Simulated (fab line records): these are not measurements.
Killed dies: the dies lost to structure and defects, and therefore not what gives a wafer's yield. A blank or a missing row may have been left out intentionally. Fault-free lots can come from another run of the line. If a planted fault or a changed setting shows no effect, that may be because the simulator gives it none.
fab line records	flow nand-harc
record lots=24	wafers=72	last-day=24
route steps=1159 shown A_BLC@985 A_M0@1014 A_M1@1051
lots that met no fault: taken from a fault-free run of the same line
start-h: hours from the record's first day to the start of the lot's first wafer shown	wait-h: hours from the lot's prior step to this one	" unchanged from the row above	L1.1+2: one row covering several wafers at once	- value missing, or start not given	* or withheld: withheld	< > ~ a bound
route shown NAME@n: NAME is a module with steps in the file, n the number in the route of the first one	usual: mean and standard deviation over wafers with no fault	same: alike in all rows	chamber/n: place in a boat	sites: readings site by site	_std_site: standard deviation across them	_edge_site: mean of outer sites minus mean of inner sites	radius-mm: how far each site lies from the wafer's centre	mask NAME#n: copy n	behind: the last tool/chamber to shape the wafer	hold: what put the lot on hold/how long, in hours/how the hold closed	device: which transistor (n, p or np) failed to switch	end of line: the tests these same wafers got at the end of their route	where a step has no rows: the recipe by itself	killed: dies that structure and defects cost at the first sort, which is not the same as the wafer's yield	map: a wafer's dies, x killed, . not, _ none there
set.NAME: setting as actually run; set.NAME@STEP: the setting as run at that earlier step	model.NAME: the simulator's own value behind a step, which no gauge read
route steps across a sampled set of lots; one table per step, one row per wafer
services: a tool's chamber out of use, with start hour (start-h, from the record's first day; less than 0 if before it), hours out, and reason
## steps
# step NHARC_A_BLC_DEGAS_30
# recipe temp-c=300	time-s=60
# usual heater-power-w=494/62
lot.wafer	tool	chamber	start-h	wait-h	heater-power-w
L074.4	pvd-sputter-01	-	399.91	-	502
L074.1	"	-	"	"	564
L074.5	"	-	"	"	475
L076.4	pvd-sputter-02	-	419.97	-	402
L076.3	"	-	"	"	627
L076.5	"	-	"	"	442
L078.2	pvd-sputter-03	-	424.93	-	579
L078.1	"	-	"	"	443
L078.6	"	-	"	"	569
L075.4	pvd-sputter-02	-	430.34	-	634
L075.2	"	-	"	"	497
L075.6	"	-	"	"	404
L077.4	pvd-sputter-01	-	434.99	-	504
L077.6	"	-	"	"	468
L077.5	"	-	"	"	440
L081.2	pvd-sputter-02	-	436.31	-	415
L081.3	"	-	"	"	497
L081.5	"	-	"	"	407
L080.2	pvd-sputter-03	-	450.51	-	461
L080.1	"	-	"	"	554
L080.6	"	-	"	"	439
L082.3	pvd-sputter-02	-	451.98	-	401
L082.1	"	-	"	"	632
L082.6	"	-	"	"	444
L079.2	pvd-sputter-01	-	454.68	-	489
L079.4	"	-	"	"	445
L079.6	"	-	"	"	564
L084.4	pvd-sputter-01	-	456.90	-	559
L084.1	"	-	"	"	471
L084.2	"	-	"	"	484
L083.3	pvd-sputter-01	-	458.36	-	473
L083.1	"	-	"	"	551
L083.5	"	-	"	"	470
L086.2	pvd-sputter-01	-	461.87	-	466
L086.4	"	-	"	"	450
L086.5	"	-	"	"	562
L085.3	pvd-sputter-01	-	463.74	-	495
L085.1	"	-	"	"	452
L085.5	"	-	"	"	549
L087.4	pvd-sputter-02	-	465.32	-	399
L087.5	"	-	"	"	625
L087.6	"	-	"	"	482
L089.1	pvd-sputter-03	-	482.49	-	567
L089.5	"	-	"	"	421
L089.6	"	-	"	"	477
L091.3	pvd-sputter-02	-	499.72	-	647
L091.5	"	-	"	"	634
L091.6	"	-	"	"	486
L093.2	pvd-sputter-03	-	501.03	-	522
L093.4	"	-	"	"	473
L093.6	"	-	"	"	511
L088.4	pvd-sputter-01	-	502.07	-	492
L088.3	"	-	"	"	470
L088.6	"	-	"	"	453
L090.3	pvd-sputter-03	-	505.00	-	567
L090.2	"	-	"	"	414
L090.1	"	-	"	"	477
L092.3	pvd-sputter-01	-	506.88	-	556
L092.1	"	-	"	"	470
L092.4	"	-	"	"	454
L096.3	pvd-sputter-01	-	511.78	-	443
L096.1	"	-	"	"	501
L096.5	"	-	"	"	484
L094.2	pvd-sputter-03	-	512.50	-	429
L094.1	"	-	"	"	472
L094.5	"	-	"	"	417
L095.2	pvd-sputter-02	-	519.09	-	482
L095.4	"	-	"	"	411
L095.6	"	-	"	"	439
L097.3	pvd-sputter-01	-	536.21	-	597
L097.1	"	-	"	"	436
L097.2	"	-	"	"	465
# step NHARC_A_M0_PRE_CLEAN_29
# recipe time-s=30	temp-c=280	gas=H2/He
# usual heater-power-w=431/60
lot.wafer	tool	chamber	start-h	wait-h	heater-power-w
L074.1	pvd-sputter-01	-	-	-	437
L074.4	"	-	"	"	412
L074.5	"	-	"	"	435
L076.3	pvd-sputter-01	-	-	-	414
L076.4	"	-	"	"	490
L076.5	"	-	"	"	415
L078.1	pvd-sputter-01	-	-	-	488
L078.2	"	-	"	"	384
L078.6	"	-	"	"	497
L075.4	pvd-sputter-01	-	-	-	391
L075.2	"	-	"	"	433
L075.6	"	-	"	"	413
L077.4	pvd-sputter-03	-	-	-	400
L077.6	"	-	"	"	505
L077.5	"	-	"	"	435
L081.2	pvd-sputter-02	-	-	-	444
L081.3	"	-	"	"	570
L081.5	"	-	"	"	387
L080.1	pvd-sputter-02	-	-	-	382
L080.2	"	-	"	"	346
L080.6	"	-	"	"	385
L082.1	pvd-sputter-02	-	-	-	360
L082.3	"	-	"	"	571
L082.6	"	-	"	"	359
L079.2	pvd-sputter-01	-	-	-	384
L079.4	"	-	"	"	434
L079.6	"	-	"	"	392
L084.4	pvd-sputter-02	-	-	-	359
L084.2	"	-	"	"	573
L084.1	"	-	"	"	436
L083.1	pvd-sputter-01	-	-	-	410
L083.3	"	-	"	"	424
L083.5	"	-	"	"	389
L086.4	pvd-sputter-03	-	-	-	460
L086.2	"	-	"	"	421
L086.5	"	-	"	"	454
L085.3	pvd-sputter-02	-	-	-	565
L085.1	"	-	"	"	433
L085.5	"	-	"	"	386
L087.4	pvd-sputter-03	-	-	-	457
L087.5	"	-	"	"	430
L087.6	"	-	"	"	511
L089.1	pvd-sputter-03	-	-	-	439
L089.6	"	-	"	"	450
L089.5	"	-	"	"	370
L091.3	pvd-sputter-02	-	-	-	391
L091.5	"	-	"	"	430
L091.6	"	-	"	"	374
L093.2	pvd-sputter-03	-	-	-	499
L093.4	"	-	"	"	444
L093.6	"	-	"	"	500
L088.4	pvd-sputter-01	-	-	-	416
L088.3	"	-	"	"	396
L088.6	"	-	"	"	487
L090.3	pvd-sputter-02	-	-	-	357
L090.1	"	-	"	"	569
L090.2	"	-	"	"	431
L092.3	pvd-sputter-01	-	-	-	442
L092.4	"	-	"	"	420
L092.1	"	-	"	"	384
L096.3	pvd-sputter-03	-	-	-	366
L096.1	"	-	"	"	420
L096.5	"	-	"	"	489
L094.1	pvd-sputter-02	-	-	-	394
L094.2	"	-	"	"	556
L094.5	"	-	"	"	368
L095.4	pvd-sputter-02	-	-	-	384
L095.2	"	-	"	"	447
L095.6	"	-	"	"	365
L097.1	pvd-sputter-02	-	-	-	358
L097.2	"	-	"	"	561
L097.3	"	-	"	"	423
# step NHARC_A_M0_PVD_20
# recipe target-thk-a=50	bias-v=168.6	power-w=15000	chamber-pressure-pa=0.12	time-s=8.06	substrate-temp-c=50	material=TaN
# usual throttle-valve-pct=29.9/0.96
lot.wafer	tool	chamber	start-h	wait-h	throttle-valve-pct
L074.1	pvd-sputter-01	-	-	-	28.7
L074.4	"	-	"	"	30.9
L074.5	"	-	"	"	28.6
L076.3	pvd-sputter-01	-	-	-	28.9
L076.4	"	-	"	"	28.6
L076.5	"	-	"	"	30.6
L078.2	pvd-sputter-01	-	-	-	28.3
L078.1	"	-	"	"	28.6
L078.6	"	-	"	"	28.6
L075.4	pvd-sputter-01	-	-	-	30.5
L075.2	"	-	"	"	31.0
L075.6	"	-	"	"	28.7
L077.4	pvd-sputter-03	-	-	-	30.9
L077.6	"	-	"	"	29.8
L077.5	"	-	"	"	30.7
L081.3	pvd-sputter-02	-	-	-	30.5
L081.2	"	-	"	"	30.3
L081.5	"	-	"	"	29.3
L080.1	pvd-sputter-02	-	-	-	30.6
L080.2	"	-	"	"	30.1
L080.6	"	-	"	"	29.1
L082.1	pvd-sputter-02	-	-	-	29.5
L082.3	"	-	"	"	29.1
L082.6	"	-	"	"	30.5
L079.2	pvd-sputter-01	-	-	-	30.9
L079.4	"	-	"	"	30.4
L079.6	"	-	"	"	28.4
L084.1	pvd-sputter-02	-	-	-	28.9
L084.2	"	-	"	"	30.3
L084.4	"	-	"	"	29.5
L083.3	pvd-sputter-01	-	-	-	30.5
L083.1	"	-	"	"	28.4
L083.5	"	-	"	"	28.7
L086.2	pvd-sputter-03	-	-	-	31.1
L086.4	"	-	"	"	29.0
L086.5	"	-	"	"	31.0
L085.1	pvd-sputter-02	-	-	-	29.4
L085.3	"	-	"	"	30.5
L085.5	"	-	"	"	30.6
L087.4	pvd-sputter-03	-	-	-	29.1
L087.6	"	-	"	"	31.1
L087.5	"	-	"	"	29.1
L089.1	pvd-sputter-03	-	-	-	28.9
L089.6	"	-	"	"	31.0
L089.5	"	-	"	"	29.2
L091.3	pvd-sputter-02	-	-	-	30.8
L091.6	"	-	"	"	30.5
L091.5	"	-	"	"	29.6
L093.2	pvd-sputter-03	-	-	-	31.3
L093.4	"	-	"	"	31.1
L093.6	"	-	"	"	29.1
L088.4	pvd-sputter-01	-	-	-	28.6
L088.3	"	-	"	"	30.4
L088.6	"	-	"	"	28.7
L090.3	pvd-sputter-02	-	-	-	30.3
L090.1	"	-	"	"	29.5
L090.2	"	-	"	"	29.3
L092.1	pvd-sputter-01	-	-	-	30.5
L092.3	"	-	"	"	30.7
L092.4	"	-	"	"	28.4
L096.1	pvd-sputter-03	-	-	-	31.4
L096.3	"	-	"	"	31.2
L096.5	"	-	"	"	29.1
L094.1	pvd-sputter-02	-	-	-	30.6
L094.2	"	-	"	"	30.7
L094.5	"	-	"	"	29.5
L095.2	pvd-sputter-02	-	-	-	30.6
L095.4	"	-	"	"	29.2
L095.6	"	-	"	"	30.5
L097.1	pvd-sputter-02	-	-	-	29.1
L097.3	"	-	"	"	30.7
L097.2	"	-	"	"	30.4
# step NHARC_A_M0_ANNEAL_30
# recipe temp-c=225	time-s=90
# usual wafer_temp_C_max=225.78/0.25
lot.wafer	tool	chamber	start-h	wait-h	wafer_temp_C_max
L074.1	rtp-anneal-02	0	415.62	0.3	225.73
L074.4	"	0	"	"	225.51
L074.5	"	0	"	"	225.59
L076.3	rtp-anneal-02	0	424.21	-	225.81
L076.4	"	0	"	"	225.62
L076.5	"	0	"	"	225.68
L078.1	rtp-anneal-01	0	430.97	0.3	225.96
L078.2	"	0	"	"	225.94
L078.6	"	0	"	"	226.03
L075.2	rtp-anneal-02	0	434.49	-	225.51
L075.4	"	0	"	"	225.69
L075.6	"	0	"	"	225.79
L077.4	rtp-anneal-01	0	446.93	-	226.16
L077.5	"	0	"	"	225.92
L077.6	"	0	"	"	225.92
L081.2	rtp-anneal-02	0	447.23	0.3	225.36
L081.3	"	0	"	"	225.42
L081.5	"	0	"	"	225.28
L080.1	rtp-anneal-01	0	457.57	-	225.68
L080.2	"	0	"	"	226.56
L080.6	"	0	"	"	225.62
L082.1	rtp-anneal-01	0	458.30	-	225.78
L082.3	"	0	"	"	225.62
L082.6	"	0	"	"	225.39
L079.2	rtp-anneal-01	0	461.53	-	225.89
L079.4	"	0	"	"	226.08
L079.6	"	0	"	"	225.88
L084.1	rtp-anneal-02	0	462.08	-	225.61
L084.2	"	0	"	"	225.59
L084.4	"	0	"	"	225.61
L083.1	rtp-anneal-02	0	463.18	0.3	225.61
L083.3	"	0	"	"	225.49
L083.5	"	0	"	"	226.12
L086.2	rtp-anneal-01	0	471.71	0.3	225.40
L086.4	"	0	"	"	225.97
L086.5	"	0	"	"	225.56
L085.1	rtp-anneal-02	0	472.17	0.3	225.64
L085.3	"	0	"	"	225.58
L085.5	"	0	"	"	225.52
L087.4	rtp-anneal-02	0	475.10	-	225.69
L087.5	"	0	"	"	225.32
L087.6	"	0	"	"	226.02
L089.1	rtp-anneal-01	0	496.09	-	225.76
L089.5	"	0	"	"	225.83
L089.6	"	0	"	"	225.95
L091.3	rtp-anneal-02	0	503.94	0.3	225.66
L091.5	"	0	"	"	225.62
L091.6	"	0	"	"	225.62
L093.2	rtp-anneal-01	0	506.46	0.4	225.63
L093.4	"	0	"	"	225.98
L093.6	"	0	"	"	225.75
L088.3	rtp-anneal-02	0	507.69	-	225.74
L088.4	"	0	"	"	225.91
L088.6	"	0	"	"	225.52
L090.1	rtp-anneal-01	0	511.47	-	226.13
L090.2	"	0	"	"	225.78
L090.3	"	0	"	"	225.63
L092.1	rtp-anneal-01	0	513.40	-	226.16
L092.3	"	0	"	"	226.13
L092.4	"	0	"	"	226.22
L096.1	rtp-anneal-01	0	518.88	-	225.51
L096.3	"	0	"	"	225.79
L096.5	"	0	"	"	225.93
L094.1	rtp-anneal-01	0	520.81	-	226.02
L094.2	"	0	"	"	225.84
L094.5	"	0	"	"	225.82
L095.2	rtp-anneal-01	0	525.72	-	225.80
L095.4	"	0	"	"	225.92
L095.6	"	0	"	"	225.73
L097.1	rtp-anneal-01	0	541.28	0.3	225.71
L097.2	"	0	"	"	225.56
L097.3	"	0	"	"	225.69
# step NHARC_A_M0_CMP_23
# recipe t-overpolish-s=20	target-thk-nm=113.75
# usual motor-current-A=11.8/1	slurry-filter-dp-kPa=13.52/0.14	time-to-endpoint-s=28.8/2.8
lot.wafer	tool	chamber	start-h	wait-h	motor-current-A	slurry-filter-dp-kPa	time-to-endpoint-s
L074.1	cmp-01	3	415.96	-	11.6	13.50	31.5
L074.4	"	0	"	"	12.3	13.80	29.9
L074.5	"	3	"	"	11.5	13.37	29.0
L076.3	cmp-03	0	424.49	-	10.7	13.69	31.8
L076.4	"	1	"	"	11.3	13.76	34.0
L076.5	"	3	"	"	11.1	13.68	28.2
L078.2	cmp-02	2	431.33	-	10.7	13.38	28.9
L078.1	"	1	"	"	12.1	13.50	30.6
L078.6	"	2	"	"	10.7	13.72	28.9
L075.4	cmp-02	3	434.82	-	11.4	13.38	24.9
L075.2	"	0	"	"	12.7	13.35	27.9
L075.6	"	3	"	"	11.9	13.51	24.7
L077.4	cmp-02	1	447.15	-	12.7	13.48	33.1
L077.5	"	0	"	"	13.4	13.74	29.6
L077.6	"	1	"	"	11.7	13.51	32.7
L081.3	cmp-03	1	447.56	-	11.0	13.56	34.5
L081.2	"	2	"	"	13.4	13.35	24.2
L081.5	"	0	"	"	10.5	13.44	29.6
L080.1	cmp-02	2	457.92	-	10.2	13.57	30.1
L080.2	"	3	"	"	11.6	13.44	25.7
L080.6	"	3	"	"	12.4	13.65	28.2
L082.1	cmp-03	1	458.68	-	11.3	13.53	30.8
L082.3	"	3	"	"	11.8	13.36	26.7
L082.6	"	0	"	"	10.1	13.46	29.1
L079.4	cmp-03	3	461.85	-	11.1	13.49	26.7
L079.2	"	1	"	"	11.1	13.54	32.3
L079.6	"	2	"	"	12.4	13.51	23.3
L084.4	cmp-03	3	462.43	-	11.3	13.60	29.1
L084.1	"	0	"	"	11.2	13.48	28.1
L084.2	"	2	"	"	12.1	13.75	26.0
L083.3	cmp-01	3	463.53	-	11.7	13.58	28.7
L083.1	"	1	"	"	13.1	13.40	30.4
L083.5	"	3	"	"	12.2	13.49	31.2
L086.2	cmp-01	2	472.01	-	12.4	13.53	26.7
L086.4	"	0	"	"	12.9	13.47	30.1
L086.5	"	3	"	"	11.7	13.43	27.6
L085.1	cmp-03	2	472.57	-	12.6	13.58	25.0
L085.3	"	3	"	"	11.5	13.39	29.2
L085.5	"	0	"	"	10.7	13.52	27.8
L087.4	cmp-02	2	475.29	-	10.6	13.77	30.4
L087.5	"	2	"	"	11.2	13.42	33.1
L087.6	"	3	"	"	11.8	13.77	31.4
L089.1	cmp-03	1	496.49	-	10.8	13.51	34.0
L089.5	"	3	"	"	11.5	13.54	27.6
L089.6	"	0	"	"	10.4	13.81	29.1
L091.3	cmp-02	3	504.21	-	11.7	13.71	25.6
L091.5	"	2	"	"	10.5	13.37	29.6
L091.6	"	3	"	"	12.3	13.49	25.4
L093.4	cmp-01	3	506.78	-	11.9	13.43	26.9
L093.2	"	0	"	"	12.0	13.50	30.9
L093.6	"	2	"	"	12.9	13.40	28.0
L088.4	cmp-01	1	507.96	-	13.8	13.34	28.0
L088.3	"	3	"	"	12.0	13.50	28.1
L088.6	"	1	"	"	14.0	13.40	26.3
L090.2	cmp-03	2	511.81	-	13.3	13.54	25.9
L090.1	"	3	"	"	11.1	13.29	26.6
L090.3	"	0	"	"	10.7	13.49	27.3
L092.3	cmp-02	1	513.75	-	11.9	13.61	30.2
L092.1	"	3	"	"	11.6	13.39	30.3
L092.4	"	0	"	"	13.6	13.43	28.3
L096.3	cmp-02	0	519.22	-	13.1	13.56	24.5
L096.1	"	2	"	"	11.0	13.30	29.2
L096.5	"	0	"	"	13.3	13.78	24.7
L094.1	cmp-03	3	521.19	-	11.9	13.63	26.7
L094.2	"	1	"	"	11.5	13.75	30.4
L094.5	"	2	"	"	13.0	13.48	24.0
L095.4	cmp-02	2	526.04	-	10.6	13.57	30.3
L095.2	"	3	"	"	11.5	13.47	30.3
L095.6	"	2	"	"	10.3	13.83	33.0
L097.2	cmp-03	2	541.62	-	13.2	13.28	28.3
L097.3	"	3	"	"	11.4	13.57	28.2
L097.1	"	0	"	"	10.2	13.64	27.0
# step NHARC_A_M1_ANNEAL_31
# recipe temp-c=225	time-s=90
# usual wafer_temp_C_max=225.81/0.24
lot.wafer	tool	chamber	start-h	wait-h	wafer_temp_C_max
L074.1	rtp-anneal-01	0	419.84	-	226.14
L074.4	"	0	"	"	225.78
L074.5	"	0	"	"	226.26
L076.3	rtp-anneal-01	0	428.91	0.3	225.71
L076.4	"	0	"	"	226.22
L076.5	"	0	"	"	226.11
L078.1	rtp-anneal-02	0	435.14	-	225.62
L078.2	"	0	"	"	225.51
L078.6	"	0	"	"	225.42
L075.2	rtp-anneal-01	0	438.73	-	225.95
L075.4	"	0	"	"	226.18
L075.6	"	0	"	"	225.97
L077.4	rtp-anneal-02	0	451.17	-	225.62
L077.5	"	0	"	"	225.58
L077.6	"	0	"	"	225.37
L081.2	rtp-anneal-01	0	451.43	-	226.10
L081.3	"	0	"	"	225.77
L081.5	"	0	"	"	225.82
L080.1	rtp-anneal-02	0	461.76	0.3	225.97
L080.2	"	0	"	"	225.56
L080.6	"	0	"	"	225.62
L082.1	rtp-anneal-02	0	462.55	-	225.29
L082.3	"	0	"	"	225.70
L082.6	"	0	"	"	224.99
L079.2	rtp-anneal-01	0	465.68	-	226.11
L079.4	"	0	"	"	226.18
L079.6	"	0	"	"	225.98
L084.1	rtp-anneal-01	0	466.58	0.3	225.55
L084.2	"	0	"	"	226.03
L084.4	"	0	"	"	225.64
L083.1	rtp-anneal-01	0	467.79	0.3	226.20
L083.3	"	0	"	"	225.88
L083.5	"	0	"	"	225.56
L086.2	rtp-anneal-02	0	475.90	-	225.61
L086.4	"	0	"	"	225.59
L086.5	"	0	"	"	225.61
L085.1	rtp-anneal-02	0	476.52	-	225.85
L085.3	"	0	"	"	226.09
L085.5	"	0	"	"	225.78
L087.4	rtp-anneal-02	0	479.20	-	225.87
L087.5	"	0	"	"	225.78
L087.6	"	0	"	"	225.90
L089.1	rtp-anneal-02	0	500.56	-	225.80
L089.5	"	0	"	"	225.52
L089.6	"	0	"	"	225.73
L091.3	rtp-anneal-01	0	508.11	-	226.03
L091.5	"	0	"	"	225.86
L091.6	"	0	"	"	225.59
L093.2	rtp-anneal-01	0	511.14	-	226.17
L093.4	"	0	"	"	225.72
L093.6	"	0	"	"	226.17
L088.3	rtp-anneal-02	0	511.88	0.3	225.78
L088.4	"	0	"	"	225.38
L088.6	"	0	"	"	225.39
L090.1	rtp-anneal-01	0	515.55	0.3	226.13
L090.2	"	0	"	"	226.39
L090.3	"	0	"	"	225.95
L092.1	rtp-anneal-01	0	517.46	0.3	226.01
L092.3	"	0	"	"	226.12
L092.4	"	0	"	"	226.07
L096.1	rtp-anneal-01	0	523.43	0.6	225.61
L096.3	"	0	"	"	226.20
L096.5	"	0	"	"	225.47
L094.1	rtp-anneal-02	0	524.88	-	225.60
L094.2	"	0	"	"	225.74
L094.5	"	0	"	"	225.62
L095.2	rtp-anneal-01	0	530.03	-	225.91
L095.4	"	0	"	"	225.55
L095.6	"	0	"	"	226.13
L097.1	rtp-anneal-01	0	545.48	0.3	225.75
L097.2	"	0	"	"	225.68
L097.3	"	0	"	"	225.71
## services
tool	chamber	start-h	hours	kind
pvd-sputter-03	-	376.11	16.5	repair
cmp-01	-	380.34	4.0	pm
cmp-01	-	384.34	-	consumable-replace:conditioner
cmp-01	-	384.34	-	consumable-replace:pad
cmp-03	-	389.89	1.0	repair
pvd-sputter-02	-	392.02	10.0	pm
cmp-01	-	417.54	3.8	repair
cmp-02	-	422.66	4.0	pm
cmp-02	-	426.66	-	consumable-replace:conditioner
cmp-02	-	426.66	-	consumable-replace:pad
cmp-02	-	438.51	0.9	repair
cmp-01	-	449.54	2.0	repair
cmp-03	-	449.90	4.4	repair
pvd-sputter-03	-	458.02	10.0	pm
cmp-03	-	458.29	-	consumable-replace:conditioner
cmp-03	-	458.29	-	consumable-replace:pad
cmp-01	-	478.34	4.0	pm
cmp-01	-	482.34	-	consumable-replace:conditioner
pvd-sputter-01	-	514.06	10.0	pm
cmp-02	-	520.66	4.0	pm
cmp-02	-	524.66	-	consumable-replace:conditioner
cmp-02	-	524.66	-	consumable-replace:pad
cmp-03	-	534.43	2.8	repair
pvd-sputter-03	-	540.36	1.3	repair
## key
fault none
